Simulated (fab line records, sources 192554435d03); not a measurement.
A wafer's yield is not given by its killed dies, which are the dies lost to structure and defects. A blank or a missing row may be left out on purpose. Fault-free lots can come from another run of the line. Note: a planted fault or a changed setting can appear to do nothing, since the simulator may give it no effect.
fab line records ; flow n5-finfet
record lots=4; wafers=12; last-day=16
route steps=1938 shown BEOL_M4@1100 BEOL_M5@1112 PASSIVATION@1936
lots that met no fault: taken from a fault-free run of the same line
start-h: hours from the record's first day to the start of the lot's first wafer shown ; wait-h: hours since the lot's step before ; " same as the row above ; L1.1+2: one row covering several wafers at once ; - either no value or no given start ; * or withheld: withheld ; < > ~ a bound
route shown NAME@n: a module of which the file shows steps, and the number in the route of the first ; usual: the fault-free wafers' mean and standard deviation ; same: alike in all rows ; chamber/n: place in a boat ; sites: readings site by site ; _std_site: the values' standard deviation ; _edge_site: outer sites' mean less inner sites' ; radius-mm: for every site, how far away it sits from the centre of the wafer ; mask NAME#n: copy n ; behind: the last tool/chamber to shape the wafer ; hold: why the lot was held/for how many hours/how that ended ; device: whichever transistor did not switch (one of n, p or np) ; end of line: tests run on the same wafers once the route is complete ; a step without rows: its recipe alone ; killed: count of dies lost to structure and defects at first sort (not the wafer's yield) ; map: the dies of a wafer, with x for killed, . for not killed, _ for no die there
set.NAME: setting as actually run; set.NAME@STEP: the setting as run at that earlier step ; model.NAME: the simulator's own value behind a step, which no gauge read
certain route steps with their lots: each step a table, each wafer a row
services: a tool's chamber out of use, with start hour (start-h, from the record's first day; less than 0 if before it), hours out, and reason
## steps
# step N5_BEOL_M4_SPUTTER_96
# recipe material=Cu; target-thk-a=45; temp-c=-20; chamber-pressure-pa=0.07; power-w=withheld; time-s=8.29
# step N5_BEOL_M4_ECD_50
# recipe material=Cu; target-thk-a=3000
# step N5_BEOL_M4_ANNEAL_51
# recipe temp-c=225; time-s=90; ambient=N2
# step N5_BEOL_M4_CMP_52
# recipe stop-on=SiOC; t-overpolish-s=6.8; down-force-psi=1; platen-rpm=50; clearing-platen-down-force-psi=1.5; clearing-platen-rpm=50; post-cmp-clean=cu-alkaline; target-thk-nm=40; clearing-platen-pad-velocity-m-s=0.99484; pad-velocity-m-s=0.99484
# step N5_BEOL_M4_PRE_CLEAN_60
# recipe gas=NH3/H2; time-s=15; temp-c=*; rf-power-w=300
# step N5_BEOL_M4_CO_CAP_55
# recipe material=Co; target-thk-a=20; temp-c=200; precursor=CCTBA/H2; pressure-torr=30; time-s=102.1
# step N5_BEOL_M4_PRE_CLEAN_56
# recipe gas=NH3; time-s=15; temp-c=withheld; rf-power-w=300
# step N5_BEOL_M4_DEP_57
# recipe material=SiCN; target-thk-a=80; temp-c=withheld; precursor=3MS/NH3; pressure-torr=3; rf-w=202; time-s=14
# step N5_BEOL_M5_ILD_DEP_00
# recipe material=SiCOH_lowk; target-thk-a=1406.4; temp-c=300; precursor=DEMS/porogen; pressure-torr=5; rf-w=500; time-s=25.9
# usual heater-power-w=323/35; showerhead-plenum-p-Torr=5.746/0.015; susceptor-temp-C=299.98/0.19; throttle-valve-pct=14.0/0.89
lot.wafer;tool;chamber;start-h;wait-h;heater-power-w;showerhead-plenum-p-Torr;susceptor-temp-C;throttle-valve-pct
L317.1;pecvd-02;2;198.40;0.8;286;5.747;299.63;14.1
L317.2;pecvd-02;0;198.40;0.8;368;5.728;300.05;15.2
L317.4;pecvd-02;0;198.40;0.8;343;5.724;299.87;15.2
L320.2;pecvd-02;0;214.42;0.7;335;5.722;300.00;15.2
L320.3;pecvd-02;2;214.42;0.7;280;5.756;300.16;14.3
L320.5;pecvd-02;2;214.42;0.7;293;5.769;299.79;14.3
L321.3;pecvd-02;0;221.20;0.5;341;5.727;300.06;15.3
L321.4;pecvd-02;0;221.20;0.5;339;5.724;300.01;15.0
L321.6;pecvd-02;1;221.20;0.5;359;5.751;300.00;14.2
L329.2;pecvd-03;1;277.42;0.7;282;5.760;300.41;14.7
L329.5;pecvd-03;1;277.42;0.7;283;5.762;300.20;14.9
L329.6;pecvd-03;0;277.42;0.7;334;5.732;299.68;13.6
# step N5_BEOL_M5_CURE_79
# recipe temp-c=385; time-s=240; ambient=He/Ar; material=SiCOH_lowk
# step N5_BEOL_M5_PECVD_70
# recipe material=SiO2; target-thk-a=160; temp-c=400; precursor=TEOS/O2; pressure-torr=5.5; rf-w=450; teos-flow-sccm=53.8; gas=O2; flow-sccm=3000; time-s=18
# step N5_BEOL_M5_HM_DEP_02
# recipe material=TiN; target-thk-a=200; temp-c=25; chamber-pressure-pa=0.49996
# step N5_BEOL_M5_COAT_59
# recipe resist=SOC; temp-c=250; time-s=60; spin-rpm=1500; resist-thk-nm=60
# step N5_BEOL_M5_COAT_60
# recipe resist=SiARC; temp-c=220; time-s=60; spin-rpm=1500; resist-thk-nm=12
# step N5_BEOL_M5_COAT_71
# recipe resist=underlayer; temp-c=205; time-s=60; spin-rpm=1500; resist-thk-nm=5
# step N5_BEOL_M5_COAT_05
# recipe resist=CAR-EUV; spin-rpm=1500; resist-thk-nm=30
# step N5_BEOL_M5_EBR_07
# recipe solvent=PGMEA; ebr-width-mm=1.5
# step N5_BEOL_M5_SOFTBAKE_06
# recipe temp-c=110; time-s=60; resist=CAR-EUV
# step N5_BEOL_M5_EXPOSE_08
# recipe mask-id=M5; na=0.33; source-shape=annular; sigma-inner=0.4; sigma-outer=0.8; polarization=unpolarized; target-cd-nm=28; dose-mj=35.75
# step N5_BEOL_M5_PEB_09
# recipe peb-temp-c=100; peb-time-s=60; resist=CAR-EUV
# step N5_BEOL_M5_DEVELOP_10
# recipe develop-time-s=30; developer=TMAH; resist=CAR-EUV; rinse-liquid=surfactant-rinse; dry=air-spin; dev-temp-c=23
# step N5_BEOL_M5_INSPECT_13
# recipe mode=adi; inspect-instrument=brightfield
# usual raw-defect-count=405/77
lot.wafer;tool;chamber;start-h;wait-h;raw-defect-count
L317.1;defect-inspect-02;-;200.56;0.1;377
L317.2;defect-inspect-02;-;200.56;0.1;415
L317.4;defect-inspect-02;-;200.56;0.1;456
L320.2;defect-inspect-02;-;217.23;0.0;885
L320.3;defect-inspect-02;-;217.23;0.0;826
L320.5;defect-inspect-02;-;217.23;0.0;784
L321.3;defect-inspect-02;-;223.87;0.0;824
L321.4;defect-inspect-02;-;223.87;0.0;887
L321.6;defect-inspect-02;-;223.87;0.0;765
L329.2;defect-inspect-01;-;278.79;0.0;403
L329.5;defect-inspect-01;-;278.79;0.0;334
L329.6;defect-inspect-01;-;278.79;0.0;417
# step N5_BEOL_M5_DESCUM_16
# recipe chemistry=O2; time-s=7; source-power-w=50; bias-power-w=20; pressure-mtorr=20; rf-frequency-hz=2.712e+07; temp-c=40; resist=CAR-EUV; o2-flow-sccm=225
# step N5_PASSIVATION_PROBE_49
# usual defect-limited-yield=91.4/1.3; killed_at_M0_to_M3=34/10; killed_at_M4_up=14/5.6; killed-at-contacts=13/5.9; killed-at-front-end=37/9.9; killed-at-other=3.5/2.8; killed-dies=101/15; killed-on-rim=13/3.9; killed-open=67/12; killed-short=32/6.6; sort_bin_5_function=5.0/0.81; sort_bin_6_memory=3.2/0.66; sort-n-pass=1079/15; sort-yield-pct=91.4/1.3
# same gross-dies=1180; killed-at-back-side=0; sort_bin_4_leakage[%]=0; sort_bin_8_speed[%]=0
lot.wafer;tool;chamber;start-h;wait-h;defect-limited-yield[%];killed_at_M0_to_M3;killed_at_M4_up;killed-at-contacts;killed-at-front-end;killed-at-other;killed-dies;killed-on-rim;killed-open;killed-short;sort_bin_5_function[%];sort_bin_6_memory[%];sort-n-pass;sort-yield-pct[%]
L320.2;prober-01;-;316.69;0.1;86.1;20;87;12;44;1;164;23;61;26;8.1;4.1;1016;86.1
L320.3;prober-01;-;316.74;0.1;87.8;27;80;10;27;0;144;30;59;21;7.9;2.5;1036;87.8
L320.5;prober-01;-;316.84;0.2;86.5;38;84;16;21;0;159;24;65;31;8.2;3.7;1021;86.5
L321.3;prober-01;-;328.71;0.1;86.7;14;98;8;34;3;157;27;53;19;7.5;4.2;1023;86.7
L321.4;prober-01;-;328.76;0.2;88.2;23;86;2;28;0;139;22;41;23;6.8;3.3;1041;88.2
L321.6;prober-01;-;328.86;0.3;85.0;30;113;4;29;1;177;14;45;33;10.6;3.1;1003;85.0
L329.2;prober-01;-;376.62;0.1;91.9;36;8;14;35;3;96;10;55;41;5.0;2.5;1084;91.9
L329.5;prober-01;-;376.77;0.2;93.1;21;13;7;37;3;81;8;51;30;3.6;3.0;1099;93.1
L329.6;prober-01;-;376.82;0.3;91.9;32;6;15;37;5;95;10;64;30;4.7;3.3;1085;91.9
# killed by level:class
L320.2 BEOL_M5:unspecified=76 STI_FIN_REVEAL:geometric-particle:open=16 MOL_CONTACT_COAG:geometric-particle:open=10 DUMMY_GATE:geometric-particle:open=6 BEOL_M1:geometric-particle:open=6 BEOL_M4:geometric-particle:open=5 STI_FIN_REVEAL:geometric-particle:short=4 BEOL_M0_SAQP:geometric-particle:short=4
L320.3 BEOL_M5:unspecified=64 BEOL_M4:geometric-particle:open=12 BEOL_M1:geometric-particle:open=11 MOL_CONTACT_COAG:geometric-particle:open=8 BEOL_M1:geometric-particle:short=5 FIN_SAQP:geometric-particle:open=4 FIN_SAQP:geometric-particle:short=4 GATE_CUT:geometric-particle:open=4
L320.5 BEOL_M5:unspecified=63 BEOL_M4:geometric-particle:open=18 MOL_CONTACT_COAG:geometric-particle:open=10 BEOL_M1:geometric-particle:open=9 BEOL_M0_SAQP:geometric-particle:short=7 BEOL_M1:geometric-particle:short=7 MOL_CONTACT_COAG:geometric-particle:short=6 GATE_CUT:geometric-particle:short=5
L321.3 BEOL_M5:unspecified=85 FIN_SAQP:geometric-particle:open=14 FIN_SAQP:geometric-particle:short=9 DUMMY_GATE:geometric-particle:open=7 MOL_CONTACT_COAG:geometric-particle:open=7 BEOL_M4:geometric-particle:open=7 BEOL_M3:geometric-particle:open=5 BEOL_M0_SAQP:geometric-particle:open=4
L321.4 BEOL_M5:unspecified=75 FIN_SAQP:geometric-particle:open=9 BEOL_M0_SAQP:geometric-particle:short=7 FIN_SAQP:geometric-particle:short=6 BEOL_M3:geometric-particle:open=6 DUMMY_GATE:geometric-particle:open=5 BEOL_M6:geometric-particle:open=4 BEOL_M0_SAQP:geometric-particle:open=3
L321.6 BEOL_M5:unspecified=99 BEOL_M2:geometric-particle:open=9 FIN_SAQP:geometric-particle:open=8 FIN_SAQP:geometric-particle:short=6 BEOL_M0_SAQP:geometric-particle:short=5 BEOL_M1:geometric-particle:open=4 BEOL_M5:geometric-particle:open=4 DUMMY_GATE:geometric-particle:open=3
L329.2 BEOL_M0_SAQP:geometric-particle:short=12 MOL_CONTACT_COAG:geometric-particle:open=10 FIN_SAQP:geometric-particle:short=8 GATE_CUT:geometric-particle:short=6 BEOL_M2:geometric-particle:open=6 BEOL_M0_SAQP:geometric-particle:open=5 BEOL_M1:geometric-particle:open=5 FIN_SAQP:geometric-particle:open=4
L329.5 GATE_CUT:geometric-particle:short=10 BEOL_M2:geometric-particle:open=7 GATE_CUT:geometric-particle:open=6 MOL_CONTACT_COAG:geometric-particle:open=6 FIN_SAQP:geometric-particle:open=5 STI_FIN_REVEAL:geometric-particle:open=4 BEOL_M0_SAQP:geometric-particle:short=4 BEOL_M7:geometric-particle:open=4
L329.6 BEOL_M2:geometric-particle:open=14 MOL_CONTACT_COAG:geometric-particle:open=13 FIN_SAQP:geometric-particle:open=7 GATE_CUT:geometric-particle:short=6 BEOL_M0_SAQP:geometric-particle:open=6 STI_FIN_REVEAL:geometric-particle:open=5 GATE_CUT:geometric-particle:open=3 BEOL_M0:geometric-particle:open=3
# map L320.2 (x killed, . not)
_________________............________________
______________......x..........._____________
___________........................__________
__________..x........x.x............_________
________..........................x..._______
_______..........x.....x..............x______
______...x...x.........................._____
_____..............x.....................____
____.....................................x___
___x.............x..x.......x....x.........__
___.xx......x......................x.xx....__
__.x...x...x..................x............._
__.x.x.......x........................x....._
_.xxxx............x....................x.....
_xxxxxxxx............x...................x...
_xxxxxxx............x........................
_xxxxxxx.xx.x..x.............................
_xxxxxxx..x.......xx......x..x..x.......x....
_xxxxxxxxxx......x....x.........x............
_xxxxxxxx.x..........x...x...................
_xxxxxx.x.....................x..xx.........x
__xxxxxx..x.......x.................x..xx..._
__xxxxx.....x....x.........................._
___xx..x........x......x...........x....x..__
___x..xx...x.....x..x.x....................__
____.......xx.............................___
_____.............x................x.....____
______..x......................x..xx...._____
_______...............................x______
________........x....................x_______
__________..x...................x..._________
___________x............x..........__________
______________........x........x_____________
_________________............________________
# map L321.6 (x killed, . not)
_________________..xx........________________
______________.x................_____________
___________...x..xxx.xx............__________
__________....xxxxxxxxx....xxx......_________
________....xx.xxxxxxxxx....x........._______
_______.....x.xxxxxxxxxxx.x.......x....______
______......xxxx.xxxxxxx................_____
_____........xxxxxxxxxx.x.x..x..........x____
____........xx.xxxxxxxxx.xx...............___
___........x..xxxxxxxx...x.................__
___..........x.xxxxxxxx.x...............x..__
__.............xxxxxxxx....................._
__x.....xxx...x.xx.............x.x.........._
_x........x..............x..................x
_..x...........................x.............
_....x..x..x.......x...........x.............
_...........x.................x..x...........
_......x.........................x.......x...
_..........x.........x.....x.................
_..................x.........................
_...x...............................x........
__............x......x..................x..._
__.....................................x...._
___........x...........x.x........x........__
___........x....x..x.......................__
____..x..........x.......................x___
_____....x.......x.....................x.____
______...........x...........x....x.x..._____
_______................x...............______
________.............................._______
__________................x...x....._________
___________x.xx...x......x.........__________
______________.....x............_____________
_________________....x.......________________
## services
tool;chamber;start-h;hours;kind
pecvd-02;1;176.31;5.5;scheduled-down
pecvd-02;-;193.63;1.1;repair
pecvd-03;-;200.41;0.4;repair
pecvd-03;0;214.70;6.0;repair
pecvd-02;2;227.03;2.5;repair
## key
first-sign step=N5_BEOL_M5_INSPECT_13; reading=raw-defect-count; direction=up; sigmas=5.5; usual=405; struck=828
effect step=N5_PASSIVATION_PROBE_49; reading=killed_at_M4_up; direction=up; sigmas=14; usual=14; struck=91
more-kills-born-at N5_BEOL_M5_ILD_DEP_00@pecvd-02=462
met-at N5_BEOL_M5_ILD_DEP_00
struck-wafers L320.2,L320.3,L320.5,L321.3,L321.4,L321.6
onset-between 198.40 214.42
fault kind=chamber-particle-source; tool=pecvd-02; chamber=-; onset-h=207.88; steps=N5_BEOL_M5_ILD_DEP_00; rate-per-visit-cm2=0.56434; end-h=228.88
